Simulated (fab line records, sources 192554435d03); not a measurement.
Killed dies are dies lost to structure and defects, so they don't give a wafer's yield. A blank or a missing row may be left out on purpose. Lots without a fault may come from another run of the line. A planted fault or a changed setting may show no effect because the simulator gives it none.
Chamber matching | flow n5_finfet | N5_BEOL_M12_ETCH_67 on rie_diel-05: 4 sister chambers
The step etches SiARC in CF4, target depth 143 nm, time 238.3 s. 14 wafers are shown with their chamber, then 7 later ones without.

WAFERS WITH THEIR CHAMBER
wafer  | chamber | showerhead_plenum_p_Torr (Torr) | throttle_valve_pct (%) | drypump_motor_current_A (A)
L076.3 | 3       | 2.26                            | 15.44                  | 5.7
L076.4 | 0       | 2.16                            | 15.31                  | 4.9
L076.6 | 3       | 2.26                            | 15.45                  | 5.7
L079.3 | 3       | 2.26                            | 15.45                  | 5.7
L079.4 | 0       | 2.16                            | 15.31                  | 5.0
L079.6 | 0       | 2.16                            | 15.32                  | 5.0
L085.2 | 3       | 2.26                            | 15.47                  | 5.7
L085.4 | 1       | 2.05                            | 15.86                  | 5.6
L085.6 | 0       | 2.15                            | 15.34                  | 4.9
L088.2 | 0       | 2.15                            | 15.34                  | 4.9
L088.5 | 1       | 2.04                            | 15.88                  | 5.5
L088.6 | 2       | 2.20                            | 15.68                  | 5.9
L087.1 | 2       | 2.20                            | 15.69                  | 5.9
L087.2 | 3       | 2.25                            | 15.50                  | 5.7

SIGNATURES (means of the wafers above)
reading                  | chamber 0 | chamber 1 | chamber 2 | chamber 3 | scatter within a chamber
showerhead_plenum_p_Torr | 2.1560    | 2.0450    | 2.2000    | 2.2580    | 0.005
throttle_valve_pct       | 15.3240   | 15.8700   | 15.6850   | 15.4620   | 0.0186
drypump_motor_current_A  | 4.940     | 5.550     | 5.900     | 5.700     | 0.0412
Rule: a wafer's distance from a chamber is the root of the sum, over the readings, of the square of ((its reading less the chamber's mean) divided by the reading's scatter). The wafer belongs to the nearest chamber; if the next one is less than 2 further off, it can't be placed. The scatter: the root of (the sum of the squares of (reading less its chamber's mean) over the shown wafers, divided by (wafers less chambers)).

WAFERS WITHOUT THEIR CHAMBER
wafer  | showerhead_plenum_p_Torr (Torr) | throttle_valve_pct (%) | drypump_motor_current_A (A)
L087.6 | 2.25                            | 15.51                  | 5.7
L089.3 | 2.20                            | 15.67                  | 5.9
L089.4 | 2.25                            | 15.50                  | 5.7
L089.5 | 2.04                            | 15.85                  | 5.5
L096.1 | 2.04                            | 15.90                  | 5.5
L096.2 | 2.25                            | 15.54                  | 5.7
L096.4 | 2.25                            | 15.52                  | 5.7

WHICH CHAMBER EACH WENT THROUGH
wafer  | from the rows above | in truth
L087.6 | 3                   | 3
L089.3 | 2                   | 2
L089.4 | 3                   | 3
L089.5 | 1                   | 1
L096.1 | 1                   | 1
L096.2 | 3                   | 3
L096.4 | 3                   | 3
Placed correctly: 7 of 7. Can't be placed from these rows: 0. Placed wrongly: 0.
